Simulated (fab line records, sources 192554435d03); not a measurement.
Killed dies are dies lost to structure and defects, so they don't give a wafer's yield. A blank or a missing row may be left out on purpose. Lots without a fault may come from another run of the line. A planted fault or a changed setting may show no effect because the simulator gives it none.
Split-lot experiment | flow n5_finfet | 7 lots, 39 wafers read, on a route of 1938 steps

THE SPLIT
At N5_SD_EPI_P_ETCH_36 (etches SiARC in CF4, target depth 45.5 nm, time 75.8 s), the setting bias_w was moved away from the recipe's 36 W on 18 of the 39 wafers read, by -19.2% to +17.5%. The other wafers ran this setting at the recipe's value.

The reading is taken at the split's own step.

THE READING
rf_vpp_V, in V, at N5_SD_EPI_P_ETCH_36 (etches SiARC in CF4, target depth 45.5 nm, time 75.8 s). Fault-free wafers of this fab line usually give 183.6 V, standard deviation 1.1 V.

wafer  | tool, chamber at the split | bias_w as run, W | against the recipe | rf_vpp_V, V | against lot-mates on the recipe
L080.1 | rie_diel-01, 3             | 31.23            | -13.2%             | 168.2       | -15.4
L080.2 | rie_diel-01, 2             | 36               | recipe             | 184.8       | -
L080.3 | rie_diel-01, 1             | 31.23            | -13.2%             | 168.0       | -15.6
L080.4 | rie_diel-01, 0             | 36               | recipe             | 182.0       | -
L080.5 | rie_diel-01, 1             | 31.23            | -13.2%             | 170.6       | -13.0
L080.6 | rie_diel-01, 0             | 36               | recipe             | 183.9       | -
L087.2 | rie_diel-02, 0             | 36               | recipe             | 187.1       | -
L087.3 | rie_diel-02, 1             | 36               | recipe             | 182.0       | -
L087.6 | rie_diel-02, 2             | 36               | recipe             | 182.6       | -
L089.1 | rie_diel-06, 0             | 36               | recipe             | 183.5       | -
L089.2 | rie_diel-06, 2             | 29.1             | -19.2%             | 158.5       | -24.3
L089.3 | rie_diel-06, 1             | 29.1             | -19.2%             | 159.7       | -23.1
L089.4 | rie_diel-06, 3             | 36               | recipe             | 182.4       | -
L089.5 | rie_diel-06, 3             | 29.1             | -19.2%             | 159.1       | -23.7
L089.6 | rie_diel-06, 2             | 36               | recipe             | 182.4       | -
L090.1 | rie_diel-02, 1             | 36               | recipe             | 182.0       | -
L090.2 | rie_diel-02, 2             | 36               | recipe             | 182.4       | -
L090.3 | rie_diel-02, 0             | 36               | recipe             | 185.9       | -
L090.4 | rie_diel-02, 3             | 41.27            | +14.6%             | 201.1       | +17.7
L090.5 | rie_diel-02, 2             | 41.27            | +14.6%             | 200.4       | +17.0
L090.6 | rie_diel-02, 3             | 41.27            | +14.6%             | 201.4       | +18.0
L092.1 | rie_diel-06, 0             | 40.98            | +13.8%             | 199.8       | +16.4
L092.2 | rie_diel-06, 3             | 40.98            | +13.8%             | 199.7       | +16.3
L092.3 | rie_diel-06, 1             | 36               | recipe             | 183.6       | -
L092.4 | rie_diel-06, 2             | 36               | recipe             | 183.1       | -
L092.5 | rie_diel-06, 0             | 40.98            | +13.8%             | 200.1       | +16.7
L092.6 | rie_diel-06, 3             | 36               | recipe             | 183.5       | -
L095.1 | rie_diel-06, 1             | 38.63            | +7.3%              | 192.3       | +8.4
L095.2 | rie_diel-06, 3             | 36               | recipe             | 181.7       | -
L095.3 | rie_diel-06, 2             | 38.63            | +7.3%              | 191.5       | +7.6
L095.4 | rie_diel-06, 0             | 38.63            | +7.3%              | 191.5       | +7.6
L095.5 | rie_diel-06, 1             | 36               | recipe             | 184.4       | -
L095.6 | rie_diel-06, 0             | 36               | recipe             | 185.7       | -
L096.1 | rie_diel-06, 3             | 36               | recipe             | 183.4       | -
L096.2 | rie_diel-06, 1             | 36               | recipe             | 183.1       | -
L096.3 | rie_diel-06, 0             | 42.31            | +17.5%             | 202.1       | +18.7
L096.4 | rie_diel-06, 2             | 36               | recipe             | 183.7       | -
L096.5 | rie_diel-06, 1             | 42.31            | +17.5%             | 202.0       | +18.6
L096.6 | rie_diel-06, 2             | 42.31            | +17.5%             | 203.0       | +19.6

THE FIT
A straight line over all 39 wafers: rf_vpp_V changes by +1.17 V for each +1% of bias_w; r = +0.99; the points scatter about the line by 1.4 V.
The same after taking each lot's own level away (the mean of its wafers on the recipe; 39 wafers): +1.16 V for each +1%; r = +0.99; scatter 1.3 V.
On that fit, the largest move of bias_w shifts the reading by 22 V.
The lots' own levels span 182.77 to 183.93 V, that is 1.1 times the standard deviation above.
So the lot-to-lot level changes the slope little: the two slopes agree.
Check: with one of the wafers moved furthest among these (-19.2%) left out of the fit, the line predicts -22.2 V for it against its lot-mates. It came out at -24.3 V against them.
Tool readings at the split's step, against how far the setting was moved: rf_vpp_V r = +0.99.

OTHER SPLITS ON THESE WAFERS
These wafers also went through other splits before the reading. Each is held against what the fit with the lots' levels taken away leaves over:
other split on the same wafers    | wafers away from the commonest value | r with rf_vpp_V (lot level and that fit taken away)
N5_DUMMY_GATE_CVD_03 target_thk_a | 30                                   | +0.27
N5_DUMMY_GATE_EXPOSE_12 dose_mj   | 12                                   | -0.14
N5_SD_EPI_N_EPI_21 temp_c         | 12                                   | -0.09

THE FILE'S OWN FIT
rf_vpp_V changes by +1.16 V for each +1% of bias_w, r = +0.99.
